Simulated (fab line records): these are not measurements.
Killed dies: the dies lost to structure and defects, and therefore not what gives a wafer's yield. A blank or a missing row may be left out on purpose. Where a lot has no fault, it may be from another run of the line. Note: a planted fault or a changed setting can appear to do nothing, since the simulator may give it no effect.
fab line records	flow n5_finfet
[record] lots = 8	wafers = 24	last_day = 17
route steps=1938 shown BEOL_M4@1111 BEOL_M9@1438 PASSIVATION@1936
lots with no fault: from the same line, run without faults
start_h: start of the lot's first displayed wafer, in hours after the record's first day	wait_h: how many hours have passed since the lot's step before this one	" identical to the entry in the row above	L1.1+2: one row covering several wafers at once	- no value present, or no start provided	* or withheld: withheld	< > ~ a bound
route shown NAME@n: a module of which the file shows steps, and the number in the route of the first	usual: the fault-free wafers' mean and standard deviation	same: alike in all rows	chamber/n: place in a boat	sites: per-site readings	_std_site: how widely they spread, as a standard deviation	_edge_site: mean of outer sites minus mean of inner sites	radius_mm: how far each site lies from the wafer's centre	mask NAME#n: copy n	behind: tool/chamber where the wafer was last shaped	hold: why the lot went on hold/how many hours it stayed there/how the hold came to an end	device: whichever transistor did not switch (one of n, p or np)	end of line: tests run on the same wafers once the route is complete	step lacking rows: just its recipe	killed: dies lost to structure and defects at the first sort, not the wafer's yield	map: per-die view of a wafer (x killed, . not killed, _ where there is no die)
set.NAME: the setting the step ran with; set.NAME@STEP: the setting that earlier step ran with	model.NAME: the simulator's own value behind a step, which no gauge read
the route's steps for a sample of lots (tables are steps, rows are wafers)
services: the hour from which a tool's chamber was out of use, counted from the record's first day as start_h (under 0 if before that day), plus the number of hours and why
[[steps]]
[step N5_BEOL_M4_RC_MEAS_101]
[usual] DIBL_N = 36.3/1.2	DIBL_P = 36.1/1.6	IOFF_N = 0.161/0.023	IOFF_P = 0.209/0.027	ION_N = 676/8.9	ION_P = 462/5.3	SS_N = 71.5/0.51	SS_P = 73.2/0.5	VT_N = 249.1/2.5	VT_P = -249.9/2.8
lot.wafer	tool	chamber	start_h	wait_h	DIBL_N[mV/V]	DIBL_P[mV/V]	IOFF_N[nA/um]	IOFF_P[nA/um]	ION_N[uA/um]	ION_P[uA/um]	SS_N[mV/dec]	SS_P[mV/dec]	VT_N[mV]	VT_P[mV]
L290.2	prober-02	0	182.19	0.2	35.7	34.7	0.146	0.190	672	463	71.5	72.8	252.3	-249.1
L290.4	"	0	"	"	34.9	33.4	0.125	0.172	666	457	70.9	72.9	252.6	-253.1
L290.5	"	0	"	"	34.4	33.8	0.125	0.180	667	464	71.1	72.9	252.0	-251.7
L292.1	prober-02	0	196.58	0.0	37.6	36.7	0.184	0.262	682	471	71.5	73.2	245.7	-246.9
L292.2	"	0	"	"	36.4	36.1	0.168	0.241	686	468	71.5	73.4	247.2	-244.0
L292.6	"	0	"	"	37.9	37.3	0.192	0.272	678	465	71.8	73.4	248.0	-243.8
L300.3	prober-02	0	241.71	0.3	38.5	37.1	0.182	0.229	678	466	72.4	73.8	249.7	-249.3
L300.4	"	0	"	"	38.4	37.0	0.186	0.229	671	459	72.5	73.3	249.1	-247.8
L300.6	"	0	"	"	36.0	35.3	0.138	0.193	658	455	71.4	73.3	255.3	-251.9
L299.4	prober-02	0	246.78	0.5	36.9	36.3	0.165	0.255	678	471	71.0	72.7	247.4	-244.3
L299.5	"	0	"	"	35.8	35.2	0.153	0.231	678	470	71.1	72.7	244.7	-244.4
L299.6	"	0	"	"	36.5	35.7	0.152	0.236	671	467	71.5	73.2	248.8	-244.2
L301.1	prober-02	0	255.24	0.0	36.4	35.7	0.165	0.181	666	457	72.0	73.6	247.4	-253.8
L301.4	"	0	"	"	37.0	36.8	0.178	0.193	674	456	71.8	74.2	249.3	-253.1
L301.6	"	0	"	"	35.9	36.1	0.161	0.187	671	455	70.9	73.5	249.5	-253.2
L307.1	prober-02	0	278.72	0.0	36.8	37.2	0.177	0.220	679	460	72.2	73.3	249.4	-250.5
L307.5	"	0	"	"	38.2	37.8	0.200	0.232	688	462	71.8	73.2	247.3	-247.2
L307.6	"	0	"	"	37.9	37.5	0.186	0.225	680	467	72.0	72.1	247.4	-249.5
L309.1	prober-01	0	294.29	0.0	35.6	36.5	0.161	0.215	666	461	71.9	73.0	249.0	-250.2
L309.2	"	0	"	"	36.1	37.8	0.182	0.238	681	461	71.8	73.9	246.7	-247.1
L309.6	"	0	"	"	36.0	37.2	0.166	0.222	677	462	72.7	73.7	248.1	-251.9
L310.2	prober-01	0	310.37	0.2	37.1	36.4	0.166	0.217	679	465	71.8	73.3	250.1	-246.2
L310.3	"	0	"	"	36.0	35.6	0.143	0.202	674	463	71.9	73.1	250.6	-248.4
L310.5	"	0	"	"	35.0	34.3	0.132	0.178	662	457	71.6	73.4	251.1	-248.6
[step N5_BEOL_M9_ETCH_76]
[recipe] chemistry = N2/H2	target = underlayer	target_depth_a = 65	mask_material = CAR-EUV	time_s = 5.2	ion_energy_ev = 200	pressure_mtorr = 30	source_w = 840	bias_w = 150	n2_flow_sccm = 200	h2_flow_sccm = 200	ends = cleared
[usual] drypump_motor_current_A = 5.9/0.37	etch_rf_on_time_s = 5.19/0.098	oes_product_au = 0.68/0.071	rf_vpp_V = 525/3.1	showerhead_plenum_p_Torr = 2.58/0.1	throttle_valve_pct = 17.80/0.28
lot.wafer	tool	chamber	start_h	wait_h	drypump_motor_current_A	etch_rf_on_time_s	oes_product_au	rf_hours_counter_h	rf_vpp_V	showerhead_plenum_p_Torr	throttle_valve_pct
L290.2	rie_diel-06	0	221.54	0.0	5.9	5.34	0.56	247	523	2.50	18.04
L290.4	"	2	"	"	5.2	5.25	0.73	50	526	2.58	17.77
L290.5	"	2	"	"	5.2	5.27	0.73	-	525	2.57	17.76
L292.1	rie_diel-02	1	234.23	0.0	6.2	5.19	0.63	170	528	2.65	17.56
L292.2	"	3	"	"	5.5	5.00	0.77	28	529	2.70	17.64
L292.6	"	0	"	"	6.1	5.19	0.70	-	529	2.68	17.52
L300.3	rie_diel-03	3	285.82	0.0	5.4	5.13	0.75	26	520	2.49	17.79
L300.4	"	0	"	"	6.6	5.16	0.72	55	523	2.48	17.84
L300.6	"	1	"	"	6.0	5.26	0.60	-	525	2.64	18.30
L299.4	rie_diel-02	3	288.65	0.0	5.6	5.11	0.76	45	529	2.70	17.67
L299.5	"	2	"	"	6.2	5.27	0.61	-	520	2.41	18.28
L299.6	"	3	"	"	5.5	5.10	0.74	-	530	2.70	17.66
L301.1	rie_diel-06	2	296.22	0.0	5.2	5.11	0.71	76	523	2.56	17.82
L301.4	"	0	"	"	6.0	5.14	0.82	14	522	2.49	17.65
L301.6	"	3	"	"	5.8	5.13	0.69	-	528	2.66	17.75
L307.1	rie_diel-02	3	320.70	0.0	5.6	5.08	0.74	55	531	2.69	17.70
L307.5	"	0	"	"	6.0	5.18	0.67	-	528	2.66	17.55
L307.6	"	1	"	"	6.2	5.26	0.60	-	528	2.64	17.59
L309.1	rie_diel-02	3	334.50	0.0	5.6	5.04	0.73	60	527	2.69	17.70
L309.2	"	1	"	"	6.2	5.24	0.60	202	528	2.63	17.63
L309.6	"	2	"	"	6.2	5.27	0.60	-	522	2.40	18.33
L310.2	rie_diel-03	0	354.94	0.0	6.6	5.10	0.70	74	523	2.47	17.83
L310.3	"	3	"	"	5.4	5.12	0.74	44	522	2.48	17.85
L310.5	"	0	"	"	6.7	5.10	0.70	-	522	2.47	17.85
[step N5_BEOL_M9_STRIP_80]
[recipe] chemistry = N2/H2	time_s = 10	power_w = 450	temp_c = 40	pressure_mtorr = 20	rf_frequency_hz = 6e+07	bias_power_w = 7	n2_flow_sccm = 200	h2_flow_sccm = 200
[usual] drypump_motor_current_A = 5.9/0.37	oes_product_au = 0.80/0.081	rf_vpp_V = 59.2/0.82	showerhead_plenum_p_Torr = 2.58/0.1	throttle_valve_pct = 23.6/0.33
lot.wafer	tool	chamber	start_h	wait_h	drypump_motor_current_A	oes_product_au	rf_hours_counter_h	rf_vpp_V	showerhead_plenum_p_Torr	throttle_valve_pct
L290.2	rie_diel-06	0	-	-	6.0	0.66	248	58.8	2.49	23.8
L290.4	"	2	"	"	5.2	0.86	50	58.7	2.57	23.7
L290.5	"	2	"	"	5.2	0.87	-	60.1	2.57	23.7
L292.1	rie_diel-02	1	-	-	6.3	0.73	170	61.3	2.64	23.2
L292.2	"	3	"	"	5.6	0.91	28	59.6	2.70	23.4
L292.6	"	0	"	"	6.0	0.82	-	59.8	2.67	23.3
L300.3	rie_diel-03	3	-	-	5.4	0.89	26	57.7	2.49	23.6
L300.4	"	0	"	"	6.7	0.84	56	57.9	2.47	23.7
L300.6	"	1	"	"	5.9	0.71	-	58.7	2.63	24.2
L299.4	rie_diel-02	3	-	-	5.6	0.88	46	60.0	2.69	23.4
L299.5	"	2	"	"	6.2	0.72	-	58.9	2.41	24.1
L299.6	"	3	"	"	5.6	0.87	-	59.6	2.69	23.4
L301.1	rie_diel-06	2	-	-	5.2	0.83	76	59.5	2.56	23.7
L301.4	"	0	"	"	6.0	0.93	14	58.8	2.49	23.5
L301.6	"	3	"	"	5.8	0.79	-	59.3	2.66	23.7
L307.1	rie_diel-02	3	-	-	5.6	0.85	55	60.0	2.69	23.5
L307.5	"	0	"	"	6.0	0.78	-	59.7	2.66	23.3
L307.6	"	1	"	"	6.2	0.71	-	60.0	2.63	23.2
L309.1	rie_diel-02	3	-	-	5.6	0.84	60	59.4	2.69	23.5
L309.2	"	1	"	"	6.2	0.70	203	59.5	2.63	23.3
L309.6	"	2	"	"	6.2	0.70	-	58.6	2.40	24.1
L310.2	rie_diel-03	0	-	-	6.7	0.82	74	58.2	2.47	23.7
L310.3	"	3	"	"	5.4	0.86	44	58.5	2.48	23.6
L310.5	"	0	"	"	6.7	0.82	-	59.0	2.47	23.7
[step N5_BEOL_M9_ANNEAL_51]
[recipe] temp_c = 225	time_s = 90	ambient = N2
[usual] anneal_temp_c = 224.97/0.16	anneal_temp_c_max = 226.1/0.46	wafer_temp_C_max = 225.71/0.28
lot.wafer	tool	chamber	start_h	wait_h	anneal_temp_c	anneal_temp_c_max	wafer_temp_C_max
L290.2	rtp_anneal-02	0	223.67	0.2	225.07	226.5	225.66
L290.4	"	0	"	"	225.06	226.8	225.76
L290.5	"	0	"	"	225.04	226.5	226.04
L292.1	rtp_anneal-01	0	237.80	0.2	224.97	225.7	225.53
L292.2	"	0	"	"	224.72	225.4	225.57
L292.6	"	0	"	"	225.09	225.8	225.55
L300.3	rtp_anneal-01	-	288.58	0.1	-	-	-
L300.4	"	-	"	"	-	-	-
L300.6	"	-	"	"	-	-	-
L299.4	rtp_anneal-02	-	291.82	0.4	-	-	-
L299.5	"	-	"	"	-	-	-
L299.6	"	-	"	"	-	-	-
L301.1	rtp_anneal-02	0	298.32	0.1	225.00	226.5	225.86
L301.4	"	0	"	"	225.26	226.8	225.61
L301.6	"	0	"	"	224.77	226.0	225.68
L307.1	rtp_anneal-02	0	323.42	0.7	224.92	226.4	226.45
L307.5	"	0	"	"	225.19	226.3	226.08
L307.6	"	0	"	"	224.95	226.8	225.93
L309.1	rtp_anneal-02	0	336.29	0.1	224.82	226.0	225.75
L309.2	"	0	"	"	225.03	226.6	225.74
L309.6	"	0	"	"	224.98	226.7	226.37
L310.2	rtp_anneal-02	0	357.34	0.3	225.14	227.0	225.68
L310.3	"	0	"	"	225.26	226.7	225.48
L310.5	"	0	"	"	224.92	226.6	225.64
[step N5_BEOL_M9_CMP_52]
[recipe] stop_on = SiCOH_lowk	t_overpolish_s = 7	down_force_psi = 1	platen_rpm = 50	clearing_platen_down_force_psi = 1.5	clearing_platen_rpm = 50	post_cmp_clean = cu_alkaline	target_thk_nm = 140	clearing_platen_pad_velocity_m_s = 0.99484	pad_velocity_m_s = 0.99484
[usual] barrier_field_endpoint_s = 29.1/0.64	motor_current_A = 6.3/0.61	overpolish_run_s = 7.000/0.0097	time_to_endpoint_s = 67.0/2.3
lot.wafer	tool	chamber	start_h	wait_h	barrier_field_endpoint_s	motor_current_A	overpolish_run_s	time_to_endpoint_s
L290.2	cmp-03	2	223.92	0.2	29.3	5.7	7.000	66.3
L290.4	"	0	"	"	29.7	5.9	6.999	68.5
L290.5	"	3	"	"	29.8	6.6	6.999	70.2
L292.2	cmp-03	1	238.13	0.2	29.2	6.1	6.983	68.2
L292.1	"	3	"	"	28.9	6.8	7.002	66.6
L292.6	"	1	"	"	29.5	6.0	6.991	68.6
L300.3	cmp-01	1	288.87	0.2	33.5	7.8	6.993	84.8
L300.4	"	2	"	"	34.8	6.9	7.007	85.4
L300.6	"	3	"	"	34.0	5.5	7.013	85.6
L299.4	cmp-01	0	292.02	0.2	35.2	6.1	6.998	85.7
L299.6	"	3	"	"	34.6	5.7	6.984	85.6
L299.5	"	0	"	"	34.5	6.5	6.995	87.1
L301.4	cmp-02	2	298.61	0.1	29.7	5.2	7.020	67.4
L301.1	"	1	"	"	28.7	6.1	6.985	62.4
L301.6	"	2	"	"	29.3	5.5	6.989	65.9
L307.1	cmp-03	3	323.71	0.3	28.6	6.3	7.002	65.7
L307.6	"	3	"	"	28.1	6.4	6.987	64.8
L307.5	"	0	"	"	28.8	6.4	6.997	66.4
L309.1	cmp-01	2	336.59	0.3	27.7	6.3	7.011	63.9
L309.2	"	3	"	"	28.2	5.7	6.998	63.5
L309.6	"	2	"	"	27.9	6.1	6.991	61.1
L310.2	cmp-03	3	357.60	0.2	28.7	6.8	7.011	65.9
L310.3	"	1	"	"	29.3	5.9	7.004	70.0
L310.5	"	0	"	"	30.1	6.2	7.001	67.9
[step N5_BEOL_M9_DEP_56]
[recipe] material = SiCN	target_thk_a = 150	temp_c = withheld	precursor = 3MS/NH3	pressure_torr = 3	rf_w = 202	time_s = 26.5
[usual] showerhead_plenum_p_Torr = 3.666/0.012	throttle_valve_pct = 9.1/0.53
lot.wafer	tool	chamber	start_h	wait_h	showerhead_plenum_p_Torr	throttle_valve_pct
L290.2	pecvd-03	0	224.27	0.0	3.672	8.8
L290.4	"	1	"	"	3.673	9.0
L290.5	"	0	"	"	3.664	8.7
L292.1	pecvd-02	0	238.45	0.0	3.677	10.4
L292.2	"	2	"	"	3.671	8.8
L292.6	"	1	"	"	3.663	9.2
L300.3	pecvd-03	1	289.15	0.0	3.667	9.1
L300.4	"	0	"	"	3.670	8.9
L300.6	"	1	"	"	3.657	9.1
L299.4	pecvd-01	1	292.36	0.0	3.667	8.8
L299.5	"	0	"	"	3.683	8.8
L299.6	"	2	"	"	3.644	8.4
L301.1	pecvd-03	1	298.97	0.0	3.660	9.0
L301.4	"	0	"	"	3.669	8.9
L301.6	"	1	"	"	3.660	9.2
L307.1	pecvd-02	1	324.07	0.0	3.654	9.4
L307.5	"	0	"	"	3.677	10.4
L307.6	"	1	"	"	3.659	9.3
L309.1	pecvd-03	2	336.95	0.0	3.656	8.7
L309.2	"	1	"	"	3.662	9.1
L309.6	"	0	"	"	3.667	9.0
L310.2	pecvd-02	0	357.96	0.0	3.677	10.3
L310.3	"	1	"	"	3.665	9.5
L310.5	"	0	"	"	3.683	10.2
[step N5_PASSIVATION_PROBE_49]
[usual] defect_limited_yield = 91.3/1.5	killed_at_M0_to_M3 = 35/10	killed_at_M4_up = 13/5.3	killed_at_contacts = 12/5.7	killed_at_front_end = 39/11	killed_at_other = 3.3/2.7	killed_dies = 102/18	killed_open = 67/13	killed_short = 34/7.8	sort_bin_5_function = 5.1/1	sort_bin_6_memory = 3.3/0.68	sort_n_pass = 1078/18	sort_yield_pct = 91.3/1.5
[same] gross_dies = 1180	killed_at_back_side = 0	sort_bin_4_leakage[%] = 0	sort_bin_8_speed[%] = 0
lot.wafer	tool	chamber	start_h	wait_h	defect_limited_yield[%]	killed_at_M0_to_M3	killed_at_M4_up	killed_at_contacts	killed_at_front_end	killed_at_other	killed_dies	killed_open	killed_short	sort_bin_5_function[%]	sort_bin_6_memory[%]	sort_n_pass	sort_yield_pct[%]
L300.3	prober-02	-	341.74	0.8	44.2	37	553	11	55	3	659	85	49	7.3	4.0	521	44.2
L300.4	prober-02	-	341.79	0.8	44.1	43	555	16	44	2	660	81	40	5.9	3.8	520	44.1
L300.6	prober-02	-	341.89	0.9	46.1	40	544	7	43	2	636	78	32	5.8	3.1	544	46.1
L299.4	prober-02	-	352.42	0.2	55.0	37	456	9	23	6	531	54	31	4.2	2.6	649	55.0
L299.5	prober-02	-	352.47	0.2	60.3	27	396	15	25	5	468	58	25	3.5	3.5	712	60.3
L299.6	prober-02	-	352.52	0.3	69.7	18	297	6	35	2	358	44	26	3.2	2.6	822	69.7
// killed by level:class
L300.3 BEOL_M9:area_cmp=522 STI_FIN_REVEAL:geometric_particle:open=17 BEOL_M4:geometric_particle:open=14 BEOL_M0_SAQP:geometric_particle:short=13 BEOL_M0_SAQP:geometric_particle:open=10 MOL_CONTACT_COAG:geometric_particle:open=7 BEOL_M4:geometric_particle:short=7 STI_FIN_REVEAL:geometric_particle:short=6
L300.4 BEOL_M9:area_cmp=538 MOL_CONTACT_COAG:geometric_particle:open=13 FIN_SAQP:geometric_particle:open=11 FIN_SAQP:geometric_particle:short=10 BEOL_M3:geometric_particle:open=10 BEOL_M4:geometric_particle:open=10 STI_FIN_REVEAL:geometric_particle:open=8 BEOL_M0_SAQP:geometric_particle:open=6
L300.6 BEOL_M9:area_cmp=526 STI_FIN_REVEAL:geometric_particle:open=12 BEOL_M1:geometric_particle:open=10 BEOL_M4:geometric_particle:open=10 BEOL_M3:geometric_particle:open=8 FIN_SAQP:geometric_particle:short=6 FIN_SAQP:geometric_particle:open=6 BEOL_M0_SAQP:geometric_particle:short=6
L299.4 BEOL_M9:area_cmp=446 BEOL_M0_SAQP:geometric_particle:short=10 BEOL_M2:geometric_particle:open=10 BEOL_M0_SAQP:geometric_particle:open=6 MOL_CONTACT_COAG:geometric_particle:open=5 FIN_SAQP:geometric_particle:open=4 STI_FIN_REVEAL:geometric_particle:open=4 GATE_CUT:geometric_particle:short=4
L299.5 BEOL_M9:area_cmp=384 MOL_CONTACT_COAG:geometric_particle:open=11 BEOL_M2:geometric_particle:open=9 BEOL_M0_SAQP:geometric_particle:open=7 STI_FIN_REVEAL:geometric_particle:open=5 DUMMY_GATE:geometric_particle:open=5 BEOL_M4:geometric_particle:open=5 GATE_CUT:geometric_particle:short=5
L299.6 BEOL_M9:area_cmp=288 FIN_SAQP:geometric_particle:open=9 FIN_SAQP:geometric_particle:short=6 STARTING-WAFER:geometric_particle:short=5 BEOL_M1:geometric_particle:open=5 MOL_CONTACT_COAG:geometric_particle:open=4 BEOL_M4:geometric_particle:open=4 GATE_CUT:geometric_particle:short=3
[[services]]
tool	chamber	start_h	hours	kind
rie_diel-02	0	201.01	9.1	repair
rie_diel-02	2	223.76	6.1	repair
cmp-02	-	227.66	5.5	pm
cmp-01	-	227.77	4.0	pm
pecvd-03	0	231.60	8.4	repair
rie_diel-02	2	237.18	4.4	repair
cmp-03	-	238.32	4.0	pm
rie_diel-06	2	241.17	1.2	repair
cmp-01	-	250.96	2.1	repair
pecvd-02	-	256.77	4.3	pm
rie_diel-06	3	259.63	4.8	repair
pecvd-01	0	267.79	6.9	repair
pecvd-02	0	272.77	6.2	repair
cmp-01	-	284.67	1.1	repair
rie_diel-06	-	298.79	0.8	repair
cmp-03	-	305.80	0.5	repair
cmp-01	-	321.16	13.0	pm
rie_diel-03	-	323.93	14.6	pm
rie_diel-06	2	325.16	13.6	repair
pecvd-03	-	329.01	2.8	pm
cmp-01	-	341.23	9.6	repair
rie_diel-02	-	343.94	2.8	pm
cmp-01	-	353.04	0.5	repair
cmp-01	-	353.54	3.4	pm
[[key]]
[first_sign] step = N5_BEOL_M9_ANNEAL_51	reading = tool_record	direction = missing
[effect] step = N5_BEOL_M9_CMP_52	reading = barrier_field_endpoint_s	direction = up	sigmas = 8.4	usual = 29.1	struck = 34.4
[effect] step = N5_PASSIVATION_PROBE_49	reading = killed_at_M4_up	direction = up	sigmas = 86	usual = 13	struck = 467
[more_kills_born_at] N5_BEOL_M9_CMP_52@cmp-01 = 2704
met_at N5_BEOL_M9_ANNEAL_51
struck_lots L299,L300
not_acting_at N5_BEOL_M9_ETCH_76,N5_BEOL_M9_STRIP_80,N5_BEOL_M9_DEP_56
onset_between 237.80 288.58
[fault] kind = skipped_step_whole	tool = rtp_anneal-01,rtp_anneal-02	chamber = -	onset_h = 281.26	steps = N5_BEOL_M9_ANNEAL_51	scope = struck_lots_only
